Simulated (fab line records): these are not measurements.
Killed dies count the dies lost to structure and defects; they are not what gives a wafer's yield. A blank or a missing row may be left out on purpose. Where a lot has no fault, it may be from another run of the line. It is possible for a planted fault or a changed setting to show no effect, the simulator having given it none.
Matching of chambers	flow n5-finfet	4 sister chambers for N5_HKMG_FIN_ETCH_55 on rie-diel-02
The step etches SOC in N2/H2, target depth 240 nm, time 300 s. 4 wafers are shown with their chamber, then 9 later ones without.

WAFERS, EACH WITH ITS CHAMBER
wafer	chamber	drypump-motor-current-A (A)
L089.5	1	5.2
L092.1	3	5.7
L092.2	2	6.2
L092.3	0	5.8

WAFERS WITHOUT THEIR CHAMBER
wafer	drypump-motor-current-A (A)
L094.3	5.7
L094.5	6.2
L094.6	5.3
L096.1	5.3
L096.4	6.2
L096.5	6.2
L097.1	6.1
L097.3	5.8
L097.6	5.8

THE CHAMBER EACH PASSED THROUGH
wafer	from the rows above	in truth
L094.3	can't be placed: 3 or 0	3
L094.5	2	2
L094.6	1	1
L096.1	1	1
L096.4	2	2
L096.5	2	2
L097.1	2	2
L097.3	can't be placed: 0 or 3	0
L097.6	can't be placed: 0 or 3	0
Placed correctly: 6 of 9. Cannot be placed on the basis of these rows: 3; the candidates contain the true chamber in 3. Placed wrongly: 0.
How it was worked out, from the rows above alone: a wafer's distance from a chamber is the root of the sum, over the readings, of the square of ((its reading less the chamber's mean) divided by the reading's scatter). The wafer belongs to the nearest chamber; if the next one is less than 2 further off, it can't be placed. The mean given for a chamber averages the wafers shown for that chamber. The scatter: root of mean squared gap, hidden wafer to nearest shown wafer, with one shown wafer a chamber.
